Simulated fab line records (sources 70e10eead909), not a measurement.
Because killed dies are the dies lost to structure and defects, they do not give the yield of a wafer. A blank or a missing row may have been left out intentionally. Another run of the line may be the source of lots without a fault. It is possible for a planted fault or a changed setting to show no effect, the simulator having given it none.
fab line records + flow nand_harc
record
- lots=6
- wafers=18
- last_day=24
route steps=1159 shown A_CONTACT@948 END@1159
lots with no fault: from the same line, run without faults
start_h: hours from the record's opening day to when the first of the lot's shown wafers began + wait_h: hours from the lot's prior step to this one + " unchanged from the row above + L1.1+2: one row covering several wafers at once + - value missing, or start not given + * or withheld: withheld + < > ~ a bound
route shown NAME@n: names a module that has steps shown in the file, with the first one's number in the route + usual: mean/standard deviation of fault-free wafers + same: alike in all rows + chamber/n: place in a boat + sites: readings site by site + _std_site: how widely they spread, as a standard deviation + _edge_site: mean of outer sites minus mean of inner sites + radius_mm: for every site, how far away it sits from the centre of the wafer + mask NAME#n: copy n + behind: the last tool/chamber to shape the wafer + hold: the reason the lot was held/the length of the hold in hours/how it ended + device: the transistor (n, p or np) that didn't switch + end of line: tests run on the same wafers once the route is complete + a step with no rows: only its recipe + killed: the dies lost at the first sort to structure and to defects; this is not the yield of the wafer + map: dies across one wafer; x = killed, . = not, _ = none there
set.NAME: the setting the step ran with; set.NAME@STEP: the setting that earlier step ran with + model.NAME: the simulator's own value behind a step, which no gauge read
lots seen at some steps along the route; tables by step, rows by wafer
services: from which hour (start_h, from the record's first day; less than 0 if before it) a tool's chamber was out of use, for how many hours, and why
## steps
# step NHARC_A_CONTACT_ETCH_139
# recipe
- source_w=withheld
- pressure_mtorr=20
- bias_v=400
- time_s=137
- target_depth_a=5900
- ar_flow_sccm=withheld
- c4f8_flow_sccm=11.5
- o2_flow_sccm=7.2
- chemistry=C4F8/O2/Ar
| lot.wafer | tool            | chamber | start_h | wait_h | rf_hours_counter_h |
|-----------|-----------------|---------|---------|--------|--------------------|
| L611.1    | har_cap_etch-03 | 1       | 395.00  | 0.1    | 84                 |
| L611.5    | "               | 0       | "       | "      | -                  |
| L611.6    | "               | 1       | "       | "      | -                  |
| L610.4    | har_cap_etch-01 | 0       | 404.43  | 0.1    | -                  |
| L610.3    | "               | 1       | "       | "      | -                  |
| L610.6    | "               | 0       | "       | "      | -                  |
| L614.4    | har_cap_etch-02 | 0       | 422.93  | 0.1    | -                  |
| L614.6    | "               | 0       | "       | "      | -                  |
| L614.5    | "               | 1       | "       | "      | -                  |
| L620.2    | har_cap_etch-02 | 1       | 459.39  | 0.1    | 27                 |
| L620.4    | "               | 0       | "       | "      | -                  |
| L620.6    | "               | 1       | "       | "      | -                  |
| L622.2    | har_cap_etch-03 | 1       | 472.81  | 0.1    | 100                |
| L622.4    | "               | 0       | "       | "      | -                  |
| L622.6    | "               | 1       | "       | "      | -                  |
| L627.2    | har_cap_etch-01 | 1       | 509.93  | 0.1    | 78                 |
| L627.1    | "               | 0       | "       | "      | 78                 |
| L627.6    | "               | 1       | "       | "      | -                  |
# step NHARC_A_CONTACT_ETCH_92
# recipe
- target_depth_a=400
- over_etch_frac=0.5
- time_s=85.7
- ion_energy_ev=120
- ch3f_flow_sccm=50
- o2_flow_sccm=30
- ar_flow_sccm=200
- rf_w=500
- bias_w=100
- chemistry=CH3F/O2
# usual
- drypump_motor_current_A=5.6/0.46
- mfc_ar_sccm=200.0/0.56
- o2_flow_sccm=30.00/0.087
- oes_product_au=0.93/0.033
- rf_vpp_V=244.8/2
- showerhead_plenum_p_Torr=2.50/0.13
- throttle_valve_pct=20.662/0.0094
| lot.wafer | tool        | chamber | start_h | wait_h | drypump_motor_current_A | mfc_ar_sccm | o2_flow_sccm | oes_product_au | rf_hours_counter_h | rf_vpp_V | showerhead_plenum_p_Torr | throttle_valve_pct |
|-----------|-------------|---------|---------|--------|-------------------------|-------------|--------------|----------------|--------------------|----------|--------------------------|--------------------|
| L611.1    | rie_diel-01 | 0       | 395.40  | 0.4    | 5.9                     | 200.7       | 29.93        | 0.91           | 20                 | 246.7    | 2.65                     | 20.661             |
| L611.5    | "           | 1       | "       | "      | 5.2                     | 200.1       | 30.00        | 0.91           | -                  | 247.7    | 2.63                     | 20.687             |
| L611.6    | "           | 2       | "       | "      | 6.3                     | 199.2       | 29.99        | 0.89           | -                  | 245.9    | 2.59                     | 20.650             |
| L610.3    | rie_diel-13 | 1       | 404.75  | 0.3    | 5.9                     | 200.4       | 30.01        | 0.93           | 27                 | 247.0    | 2.56                     | 20.656             |
| L610.6    | "           | 1       | "       | "      | 5.9                     | 199.8       | 29.93        | 0.93           | -                  | 245.6    | 2.56                     | 20.664             |
| L610.4    | "           | 0       | "       | "      | 6.0                     | 200.8       | 30.11        | 0.92           | -                  | 243.9    | 2.35                     | 20.659             |
| L614.4    | rie_diel-13 | 2       | 423.30  | 0.3    | 5.8                     | 199.4       | 29.95        | 0.93           | 25                 | 242.1    | 2.28                     | 20.665             |
| L614.6    | "           | 3       | "       | "      | 4.8                     | 199.1       | 30.10        | 0.95           | -                  | 241.4    | 2.27                     | 20.653             |
| L614.5    | "           | 0       | "       | "      | 6.1                     | 200.3       | 29.91        | 0.94           | -                  | 242.6    | 2.35                     | 20.670             |
| L620.2    | rie_diel-01 | 0       | 459.76  | 0.3    | 5.9                     | 200.1       | 29.95        | 0.91           | 45                 | 246.2    | 2.64                     | 20.646             |
| L620.6    | "           | 0       | "       | "      | 5.9                     | 200.9       | 30.10        | 0.91           | -                  | 245.2    | 2.64                     | 20.677             |
| L620.4    | "           | 3       | "       | "      | 5.1                     | 200.1       | 29.99        | 0.90           | -                  | 245.5    | 2.54                     | 20.661             |
| L622.4    | rie_diel-13 | 2       | 473.20  | 0.3    | 5.8                     | 199.8       | 30.03        | 0.92           | 3                  | 245.4    | 2.66                     | 20.657             |
| L622.2    | "           | 0       | "       | "      | 6.1                     | 200.1       | 29.80        | 0.92           | 3                  | 242.6    | 2.34                     | 20.655             |
| L622.6    | "           | 2       | "       | "      | 5.8                     | 198.9       | 30.04        | 0.92           | -                  | 245.9    | 2.66                     | 20.665             |
| L627.1    | rie_diel-01 | 1       | 510.33  | 0.3    | 5.2                     | 199.1       | 29.92        | 1.00           | 0                  | 245.8    | 2.61                     | 20.655             |
| L627.2    | "           | 3       | "       | "      | 5.1                     | 199.4       | 29.99        | 1.01           | 0                  | 244.1    | 2.53                     | 20.652             |
| L627.6    | "           | 2       | "       | "      | 6.3                     | 200.3       | 29.99        | 0.99           | -                  | 246.4    | 2.57                     | 20.657             |
# step NHARC_A_CONTACT_ETCH_98
# recipe
- target_depth_a=200
- over_etch_frac=0.5
- time_s=10
- ion_energy_ev=250
- c4f6_flow_sccm=25
- o2_flow_sccm=20
- ar_flow_sccm=500
- rf_w=600
- bias_w=500
- chemistry=C4F6/O2
# step NHARC_A_CONTACT_CD_MEAS_15
# usual
- cd_nm=89.9/0.71
| lot.wafer | tool      | chamber | start_h | wait_h | cd_nm |
|-----------|-----------|---------|---------|--------|-------|
| L611.1    | cd_sem-03 | -       | 395.58  | -      | 90.3  |
| L611.5    | "         | -       | "       | "      | 89.3  |
| L611.6    | "         | -       | "       | "      | 90.0  |
| L610.3    | cd_sem-02 | -       | 405.01  | -      | 89.9  |
| L610.4    | "         | -       | "       | "      | 90.7  |
| L610.6    | "         | -       | "       | "      | 90.3  |
| L614.4    | cd_sem-02 | -       | 423.48  | -      | 89.3  |
| L614.5    | "         | -       | "       | "      | 89.8  |
| L614.6    | "         | -       | "       | "      | 88.6  |
| L620.2    | cd_sem-01 | -       | 460.11  | -      | 91.0  |
| L620.4    | "         | -       | "       | "      | 88.7  |
| L620.6    | "         | -       | "       | "      | 91.7  |
| L622.2    | cd_sem-02 | -       | 473.41  | -      | 90.2  |
| L622.4    | "         | -       | "       | "      | 89.8  |
| L622.6    | "         | -       | "       | "      | 89.9  |
| L627.1    | cd_sem-02 | -       | 510.55  | -      | 88.4  |
| L627.2    | "         | -       | "       | "      | 88.5  |
| L627.6    | "         | -       | "       | "      | 89.3  |
# step NHARC_A_CONTACT_STRIP_107
# recipe
- n2_flow_sccm=150
- h2_flow_sccm=150
- ar_flow_sccm=0
- bias_w=0
- chemistry=N2/H2
# step NHARC_A_CONTACT_STRIP_108
# recipe
- cf4_flow_sccm=100
- chf3_flow_sccm=30
- ar_flow_sccm=0
- bias_w=0
- chemistry=CF4/CHF3
# step NHARC_A_CONTACT_STRIP_109
# recipe
- o2_flow_sccm=400
- cos_flow_sccm=20
- ar_flow_sccm=0
- bias_w=0
- chemistry=O2/COS
# step NHARC_A_CONTACT_ETCH_110
# recipe
- target_depth_a=500
- overetch_a=50
- time_s=27.5
- ion_energy_ev=100
- cf4_flow_sccm=80
- o2_flow_sccm=20
- ar_flow_sccm=0
- rf_w=300
- bias_w=100
- chemistry=CF4/O2
# usual
- drypump_motor_current_A=5.6/0.43
- mfc_ar_sccm=0.006/0.013
- o2_flow_sccm=20.00/0.061
- oes_product_au=0.995/0.012
- rf_vpp_V=198.0/1.7
- showerhead_plenum_p_Torr=1.34/0.069
- throttle_valve_pct=13.398/0.0083
| lot.wafer | tool        | chamber | start_h | wait_h | drypump_motor_current_A | mfc_ar_sccm | o2_flow_sccm | oes_product_au | rf_hours_counter_h | rf_vpp_V | showerhead_plenum_p_Torr | throttle_valve_pct |
|-----------|-------------|---------|---------|--------|-------------------------|-------------|--------------|----------------|--------------------|----------|--------------------------|--------------------|
| L611.1    | rie_diel-01 | 1       | 395.87  | 0.0    | 5.2                     | 0.016       | 19.99        | 0.997          | 19                 | 200.9    | 1.43                     | 13.410             |
| L611.6    | "           | 1       | "       | "      | 5.2                     | 0.016       | 19.92        | 0.988          | -                  | 199.6    | 1.43                     | 13.398             |
| L611.5    | "           | 2       | "       | "      | 6.3                     | 0           | 19.93        | 0.969          | -                  | 199.7    | 1.40                     | 13.393             |
| L610.3    | rie_diel-13 | 3       | 405.33  | 0.1    | 4.8                     | 0           | 19.91        | 0.996          | 25                 | 197.3    | 1.23                     | 13.402             |
| L610.4    | "           | 0       | "       | "      | 6.1                     | 0           | 20.04        | 0.989          | -                  | 195.7    | 1.27                     | 13.398             |
| L610.6    | "           | 1       | "       | "      | 5.9                     | 0           | 19.98        | 1.001          | -                  | 199.1    | 1.39                     | 13.392             |
| L614.4    | rie_diel-13 | 1       | 423.86  | 0.1    | 5.9                     | 0           | 19.91        | 1.001          | 29                 | 199.1    | 1.39                     | 13.409             |
| L614.6    | "           | 2       | "       | "      | 5.8                     | 0           | 20.04        | 0.999          | -                  | 196.3    | 1.24                     | 13.382             |
| L614.5    | "           | 3       | "       | "      | 4.8                     | 0           | 19.95        | 0.995          | -                  | 195.4    | 1.23                     | 13.396             |
| L620.4    | rie_diel-03 | 1       | 460.93  | 0.2    | 5.6                     | 0           | 20.03        | 1.010          | 25                 | 196.8    | 1.28                     | 13.403             |
| L620.2    | "           | 2       | "       | "      | 5.5                     | 0.044       | 19.99        | 1.013          | 24                 | 198.2    | 1.36                     | 13.396             |
| L620.6    | "           | 1       | "       | "      | 5.6                     | 0           | 19.98        | 1.011          | -                  | 195.8    | 1.28                     | 13.404             |
| L622.2    | rie_diel-01 | 3       | 473.92  | 0.1    | 5.0                     | 0.027       | 19.92        | 0.976          | 55                 | 199.3    | 1.38                     | 13.389             |
| L622.6    | "           | 0       | "       | "      | 5.8                     | 0           | 20.03        | 0.981          | -                  | 200.5    | 1.43                     | 13.393             |
| L622.4    | "           | 3       | "       | "      | 5.0                     | 0.027       | 19.91        | 0.971          | -                  | 196.1    | 1.38                     | 13.416             |
| L627.1    | rie_diel-13 | 3       | 511.62  | 0.1    | 4.8                     | 0           | 19.86        | 0.991          | 9                  | 199.3    | 1.44                     | 13.392             |
| L627.2    | "           | 0       | "       | "      | 6.1                     | 0           | 19.95        | 0.989          | 11                 | 196.6    | 1.27                     | 13.397             |
| L627.6    | "           | 2       | "       | "      | 5.8                     | 0           | 20.03        | 0.990          | -                  | 199.7    | 1.44                     | 13.402             |
# step NHARC_A_CONTACT_STRIP_26
# recipe
- o2_flow_sccm=500
- ar_flow_sccm=0
- bias_w=0
- chemistry=O2
# step NHARC_A_CONTACT_STRIP_27
# recipe
- time_s=600
- temp_c=30
- chemistry=post_etch_residue_remover
# step NHARC_A_CONTACT_ALD_18
# recipe
- target_thk_a=30
- pulse_time_s=1
- ald_cycles=150
- temp_c=450
- material=TiN
# usual
- heater_power_w=1115/99
- precursor_pulse_height_rel=1.001/0.02
| lot.wafer | tool         | chamber | start_h | wait_h | heater_power_w | precursor_pulse_height_rel |
|-----------|--------------|---------|---------|--------|----------------|----------------------------|
| L611.1    | ald_metal-02 | 2       | 396.59  | -      | 1120           | 1.013                      |
| L611.6    | "            | 3       | "       | "      | 1060           | 1.006                      |
| L611.5    | "            | 0       | "       | "      | 1137           | 1.026                      |
| L610.3    | ald_metal-01 | 2       | 406.05  | -      | 1145           | 1.021                      |
| L610.4    | "            | 0       | "       | "      | 1112           | 1.035                      |
| L610.6    | "            | 1       | "       | "      | 1218           | 1.005                      |
| L614.4    | ald_metal-01 | 0       | 424.52  | -      | 1090           | 1.019                      |
| L614.5    | "            | 3       | "       | "      | 1254           | 1.028                      |
| L614.6    | "            | 0       | "       | "      | 1117           | 0.996                      |
| L620.2    | ald_metal-02 | 0       | 461.62  | -      | 1155           | 0.987                      |
| L620.4    | "            | 1       | "       | "      | 1056           | 1.018                      |
| L620.6    | "            | 0       | "       | "      | 1154           | 1.003                      |
| L622.2    | ald_metal-04 | 1       | 474.73  | -      | 1228           | 0.980                      |
| L622.4    | "            | 0       | "       | "      | 936            | 0.992                      |
| L622.6    | "            | 2       | "       | "      | 1010           | 0.963                      |
| L627.2    | ald_metal-01 | 2       | 512.28  | -      | 1167           | 1.026                      |
| L627.1    | "            | 1       | "       | "      | 1212           | 0.972                      |
| L627.6    | "            | 2       | "       | "      | 1157           | 1.021                      |
# step NHARC_A_CONTACT_CVD_19
# recipe
- target_thk_a=3000
- temp_c=300
- pressure_torr=40
- wf6_flow_sccm=40
- h2_flow_sccm=1600
- ar_flow_sccm=1560
- time_s=802
- material=W
# usual
- heater_power_w=512/74
- mfc_ar_sccm=1559/4.1
- throttle_valve_pct=7.68/0.24
| lot.wafer | tool     | chamber | start_h | wait_h | heater_power_w | mfc_ar_sccm | throttle_valve_pct |
|-----------|----------|---------|---------|--------|----------------|-------------|--------------------|
| L611.1    | cvd_w-02 | 0       | -       | -      | 458            | 1561        | 7.56               |
| L611.5    | "        | 1       | "       | "      | 583            | 1562        | 7.51               |
| L611.6    | "        | 0       | "       | "      | 468            | 1563        | 7.83               |
| L610.4    | cvd_w-01 | 1       | -       | -      | 414            | 1556        | 7.94               |
| L610.3    | "        | 0       | "       | "      | 508            | 1550        | 7.38               |
| L610.6    | "        | 0       | "       | "      | 504            | 1550        | 7.31               |
| L614.4    | cvd_w-02 | 0       | -       | -      | 454            | 1562        | 7.82               |
| L614.6    | "        | 1       | "       | "      | 591            | 1556        | 7.43               |
| L614.5    | "        | 0       | "       | "      | 460            | 1560        | 7.58               |
| L620.2    | cvd_w-02 | 0       | -       | -      | 460            | 1562        | 7.84               |
| L620.4    | "        | 1       | "       | "      | 604            | 1551        | 7.86               |
| L620.6    | "        | 1       | "       | "      | 597            | 1559        | 7.90               |
| L622.2    | cvd_w-01 | 0       | -       | -      | 520            | 1563        | 7.68               |
| L622.4    | "        | 1       | "       | "      | 428            | 1558        | 7.98               |
| L622.6    | "        | 1       | "       | "      | 422            | 1563        | 7.86               |
| L627.2    | cvd_w-02 | 1       | -       | -      | 596            | 1557        | 7.60               |
| L627.1    | "        | 0       | "       | "      | 468            | 1562        | 7.87               |
| L627.6    | "        | 1       | "       | "      | 603            | 1554        | 7.75               |
# step NHARC_A_CONTACT_CMP_20
# recipe
- t_overpolish_s=30
- target_thk_nm=300
# usual
- edge_zone_pressure_frac=1.000/0.0046
- motor_current_A=11.9/1.2
- overpolish_run_s=30.000/0.0086
- time_to_endpoint_s=59/4
| lot.wafer | tool   | chamber | start_h | wait_h | edge_zone_pressure_frac | motor_current_A | overpolish_run_s | time_to_endpoint_s |
|-----------|--------|---------|---------|--------|-------------------------|-----------------|------------------|--------------------|
| L611.1    | cmp-02 | 1       | 398.74  | 0.7    | 1.003                   | 12.2            | 30.002           | 63                 |
| L611.5    | "      | 3       | "       | "      | 1.003                   | 11.8            | 29.997           | 56                 |
| L611.6    | "      | 0       | "       | "      | 0.996                   | 10.7            | 29.996           | 58                 |
| L610.4    | cmp-04 | 1       | 407.15  | 0.5    | -                       | -               | -                | -                  |
| L610.3    | "      | 0       | "       | "      | -                       | -               | -                | -                  |
| L610.6    | "      | 1       | "       | "      | -                       | -               | -                | -                  |
| L614.4    | cmp-02 | 1       | 427.67  | 0.4    | -                       | -               | -                | -                  |
| L614.5    | "      | 1       | "       | "      | -                       | -               | -                | -                  |
| L614.6    | "      | 2       | "       | "      | -                       | -               | -                | -                  |
| L620.4    | cmp-02 | 0       | 463.41  | 0.5    | 0.999                   | 11.4            | 30.019           | 60                 |
| L620.2    | "      | 1       | "       | "      | 0.992                   | 12.3            | 29.997           | 63                 |
| L620.6    | "      | 2       | "       | "      | 1.001                   | 12.3            | 30.013           | 55                 |
| L622.4    | cmp-04 | 1       | 475.87  | 0.4    | 0.995                   | 13.7            | 29.988           | 67                 |
| L622.2    | "      | 2       | "       | "      | 0.994                   | 9.3             | 30.006           | 59                 |
| L622.6    | "      | 3       | "       | "      | 1.008                   | 13.1            | 29.999           | 58                 |
| L627.2    | cmp-02 | 2       | 518.45  | 0.8    | 1.003                   | 12.1            | 29.997           | 55                 |
| L627.1    | "      | 3       | "       | "      | 0.997                   | 11.3            | 29.987           | 53                 |
| L627.6    | "      | 1       | "       | "      | 1.002                   | 11.4            | 30.013           | 60                 |
# step NHARC_A_CONTACT_SRD_22
# step NHARC_A_CONTACT_INSPECT_23
# usual
- raw_defect_count=400/130
| lot.wafer | tool              | chamber | start_h | wait_h | raw_defect_count |
|-----------|-------------------|---------|---------|--------|------------------|
| L611.1    | defect_inspect-01 | -       | 399.10  | 0.1    | 600              |
| L611.5    | "                 | -       | "       | "      | 857              |
| L611.6    | "                 | -       | "       | "      | 837              |
| L610.3    | defect_inspect-02 | -       | 407.55  | 0.1    | 2508             |
| L610.4    | "                 | -       | "       | "      | 2600             |
| L610.6    | "                 | -       | "       | "      | 2505             |
| L614.4    | defect_inspect-01 | -       | 428.08  | 0.1    | 2507             |
| L614.5    | "                 | -       | "       | "      | 2430             |
| L614.6    | "                 | -       | "       | "      | 2457             |
| L620.2    | defect_inspect-01 | -       | 463.76  | 0.1    | 455              |
| L620.4    | "                 | -       | "       | "      | 394              |
| L620.6    | "                 | -       | "       | "      | 452              |
| L622.2    | defect_inspect-02 | -       | 476.22  | 0.1    | 556              |
| L622.4    | "                 | -       | "       | "      | 801              |
| L622.6    | "                 | -       | "       | "      | 517              |
| L627.1    | defect_inspect-02 | -       | 518.81  | 0.1    | 394              |
| L627.2    | "                 | -       | "       | "      | 365              |
| L627.6    | "                 | -       | "       | "      | 279              |
# step NHARC_END_SORT_01
# recipe
- temp_c=25
# usual
- killed_at_array=27/10
- killed_at_other=0.6/0.96
- killed_at_periphery=3.4/2.7
- killed_dies=31/10
- killed_open=2.9/1.8
- killed_short=1.8/1.4
# same
- gross_dies=677
| lot.wafer | tool      | chamber | start_h | wait_h | killed_at_array | killed_at_other | killed_at_periphery | killed_dies | killed_open | killed_short |
|-----------|-----------|---------|---------|--------|-----------------|-----------------|---------------------|-------------|-------------|--------------|
| L610.3    | prober-02 | 0       | 474.28  | 3.1    | 673             | 0               | 4                   | 677         | 5           | 0            |
| L610.4    | prober-02 | 0       | 475.07  | 3.4    | 673             | 1               | 3                   | 677         | 5           | 2            |
| L610.6    | prober-02 | 0       | 476.66  | 4.0    | 675             | 0               | 2                   | 677         | 2           | 2            |
| L614.4    | prober-01 | 0       | 475.35  | 3.4    | 674             | 0               | 3                   | 677         | 2           | 6            |
| L614.5    | prober-01 | 0       | 476.15  | 3.7    | 672             | 0               | 5                   | 677         | 5           | 0            |
| L614.6    | prober-01 | 0       | 476.94  | 4.0    | 675             | 0               | 2                   | 677         | 2           | 3            |
# killed by level:class
L610.3 A_CONTACT:area_cmp=651 A_SLIT:chamber_film_flake=11 A_WL_FILL:geometric_particle:open=2 P_ZERO_WELL:chamber_film_flake=2 A_CHANNEL_HOLE_D1:chamber_film_flake=2 A_CHANNEL_FILL_D1:chamber_film_flake=2 A_STAIRCASE:chamber_film_flake=2 A_CONTACT:chamber_film_flake=2
L610.4 A_CONTACT:area_cmp=645 A_SLIT:chamber_film_flake=11 A_CONTACT:chamber_film_flake=7 A_STAIRCASE:chamber_film_flake=3 A_CHANNEL_FILL_D1:geometric_particle:open=2 A_WL_FILL:geometric_particle:short=2 P_CONTACT:geometric_particle:open=1 A_SGD_CUT:geometric_particle:open=1
L614.4 A_CONTACT:area_cmp=635 A_CHANNEL_HOLE_D1:chamber_film_flake=13 A_SLIT:chamber_film_flake=7 A_BLC:chamber_film_flake=6 P_GATE:chamber_film_flake=3 A_CHANNEL_FILL_D1:geometric_particle:short=2 A_CONTACT:geometric_particle:open=2 A_STAIRCASE:chamber_film_flake=2
L614.5 A_CONTACT:area_cmp=635 A_CHANNEL_HOLE_D1:chamber_film_flake=18 A_SLIT:chamber_film_flake=8 A_STAIRCASE:chamber_film_flake=4 P_GATE:chamber_film_flake=3 A_BLC:chamber_film_flake=3 A_CONTACT:geometric_particle:open=2 P_CONTACT:geometric_particle:open=1
L610.6 A_CONTACT:area_cmp=647 A_SLIT:chamber_film_flake=12 A_CHANNEL_HOLE_D1:chamber_film_flake=5 A_STAIRCASE:chamber_film_flake=3 A_CONTACT:chamber_film_flake=3 A_CHANNEL_FILL_D1:geometric_particle:short=1 A_WL_FILL:geometric_particle:open=1 A_CONTACT:geometric_particle:open=1
L614.6 A_CONTACT:area_cmp=641 A_CHANNEL_HOLE_D1:chamber_film_flake=12 A_SLIT:chamber_film_flake=9 A_STAIRCASE:chamber_film_flake=4 A_WL_FILL:chamber_film_flake=3 A_CONTACT:chamber_film_flake=2 P_GATE:geometric_particle:short=1 A_SOURCE_PLATE:geometric_particle:short=1
# map L610.3 (x killed, . not)
____________x____________
_________xxxxxxx_________
_______xxxxxxxxxxx_______
______xxxxxxxxxxxxx______
_____xxxxxxxxxxxxxxx_____
____xxxxxxxxxxxxxxxxx____
____xxxxxxxxxxxxxxxxx____
___xxxxxxxxxxxxxxxxxxx___
___xxxxxxxxxxxxxxxxxxx___
__xxxxxxxxxxxxxxxxxxxxx__
__xxxxxxxxxxxxxxxxxxxxx__
_xxxxxxxxxxxxxxxxxxxxxxx_
_xxxxxxxxxxxxxxxxxxxxxxx_
_xxxxxxxxxxxxxxxxxxxxxxx_
_xxxxxxxxxxxxxxxxxxxxxxx_
_xxxxxxxxxxxxxxxxxxxxxxx_
xxxxxxxxxxxxxxxxxxxxxxxxx
xxxxxxxxxxxxxxxxxxxxxxxxx
xxxxxxxxxxxxxxxxxxxxxxxxx
xxxxxxxxxxxxxxxxxxxxxxxxx
xxxxxxxxxxxxxxxxxxxxxxxxx
_xxxxxxxxxxxxxxxxxxxxxxx_
_xxxxxxxxxxxxxxxxxxxxxxx_
_xxxxxxxxxxxxxxxxxxxxxxx_
_xxxxxxxxxxxxxxxxxxxxxxx_
_xxxxxxxxxxxxxxxxxxxxxxx_
__xxxxxxxxxxxxxxxxxxxxx__
__xxxxxxxxxxxxxxxxxxxxx__
___xxxxxxxxxxxxxxxxxxx___
___xxxxxxxxxxxxxxxxxxx___
____xxxxxxxxxxxxxxxxx____
____xxxxxxxxxxxxxxxxx____
_____xxxxxxxxxxxxxxx_____
______xxxxxxxxxxxxx______
_______xxxxxxxxxxx_______
_________xxxxxxx_________
____________x____________
# map L614.4 (x killed, . not)
____________x____________
_________xxxxxxx_________
_______xxxxxxxxxxx_______
______xxxxxxxxxxxxx______
_____xxxxxxxxxxxxxxx_____
____xxxxxxxxxxxxxxxxx____
____xxxxxxxxxxxxxxxxx____
___xxxxxxxxxxxxxxxxxxx___
___xxxxxxxxxxxxxxxxxxx___
__xxxxxxxxxxxxxxxxxxxxx__
__xxxxxxxxxxxxxxxxxxxxx__
_xxxxxxxxxxxxxxxxxxxxxxx_
_xxxxxxxxxxxxxxxxxxxxxxx_
_xxxxxxxxxxxxxxxxxxxxxxx_
_xxxxxxxxxxxxxxxxxxxxxxx_
_xxxxxxxxxxxxxxxxxxxxxxx_
xxxxxxxxxxxxxxxxxxxxxxxxx
xxxxxxxxxxxxxxxxxxxxxxxxx
xxxxxxxxxxxxxxxxxxxxxxxxx
xxxxxxxxxxxxxxxxxxxxxxxxx
xxxxxxxxxxxxxxxxxxxxxxxxx
_xxxxxxxxxxxxxxxxxxxxxxx_
_xxxxxxxxxxxxxxxxxxxxxxx_
_xxxxxxxxxxxxxxxxxxxxxxx_
_xxxxxxxxxxxxxxxxxxxxxxx_
_xxxxxxxxxxxxxxxxxxxxxxx_
__xxxxxxxxxxxxxxxxxxxxx__
__xxxxxxxxxxxxxxxxxxxxx__
___xxxxxxxxxxxxxxxxxxx___
___xxxxxxxxxxxxxxxxxxx___
____xxxxxxxxxxxxxxxxx____
____xxxxxxxxxxxxxxxxx____
_____xxxxxxxxxxxxxxx_____
______xxxxxxxxxxxxx______
_______xxxxxxxxxxx_______
_________xxxxxxx_________
____________x____________
## services
| tool            | chamber | start_h | hours | kind   |
|-----------------|---------|---------|-------|--------|
| ald_metal-04    | -       | 376.35  | 1.4   | repair |
| cvd_w-02        | -       | 380.12  | 13.0  | pm     |
| cmp-02          | -       | 391.04  | 3.0   | repair |
| rie_diel-03     | -       | 392.35  | 9.0   | pm     |
| cmp-04          | -       | 399.31  | 4.0   | pm     |
| ald_metal-04    | 2       | 401.75  | 31.6  | repair |
| ald_metal-04    | -       | 406.00  | 10.0  | pm     |
| rie_diel-13     | 3       | 413.15  | 4.2   | repair |
| cmp-02          | -       | 422.50  | 4.0   | pm     |
| rie_diel-01     | 1       | 438.06  | 36.6  | repair |
| rie_diel-03     | 0       | 446.08  | 1.9   | repair |
| rie_diel-13     | -       | 453.23  | 9.0   | pm     |
| ald_metal-01    | -       | 458.02  | 10.0  | pm     |
| cmp-02          | -       | 468.32  | 0.9   | repair |
| cmp-02          | -       | 473.66  | 3.9   | repair |
| cvd_w-01        | -       | 476.88  | 13.0  | pm     |
| cmp-04          | -       | 481.20  | 1.2   | repair |
| rie_diel-01     | -       | 487.43  | 0.3   | repair |
| cmp-04          | -       | 497.31  | 4.0   | pm     |
| har_cap_etch-01 | -       | 499.91  | 7.8   | repair |
| ald_metal-01    | -       | 500.00  | 0.3   | repair |
| rie_diel-01     | -       | 500.45  | 9.0   | pm     |
| cmp-04          | -       | 509.81  | 0.3   | repair |
| ald_metal-02    | 3       | 512.45  | 13.3  | repair |
## key
first_sign
- step=NHARC_A_CONTACT_CMP_20
- reading=tool_record
- direction=missing
effect
- step=NHARC_A_CONTACT_INSPECT_23
- reading=raw_defect_count
- direction=up
- sigmas=16
- usual=400
- struck=2501
effect
- step=NHARC_END_SORT_01
- reading=killed_dies
- direction=up
- sigmas=65
- usual=31
- struck=677
more_kills_born_at
- NHARC_A_CONTACT_CMP_20@cmp-04=1943
- NHARC_A_CONTACT_CMP_20@cmp-02=1910
met_at NHARC_A_CONTACT_CMP_20
struck_wafers L610.3,L610.4,L610.6,L614.4,L614.5,L614.6
later_rows_left_out L610.3,L610.4,L610.6,L614.4,L614.5,L614.6
tester_left_out L610,L614
onset_between 398.74 407.15
fault
- kind=skipped_step_whole
- tool=cmp-02,cmp-04
- chamber=-
- onset_h=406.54
- steps=NHARC_A_CONTACT_CMP_20
- scope=struck_lots_only
# tester_left_out: of these lots the tester's yield and bins aren't shown, on N5 and GAA mostly nor the transistor test; their killed dies are dies lost to structure and defects alone, not to doping, threshold or leakage, so they don't give the yield
# later_rows_left_out: the simulator's readings of these wafers behind a module that went badly wrong aren't trusted and aren't shown, but for the sort
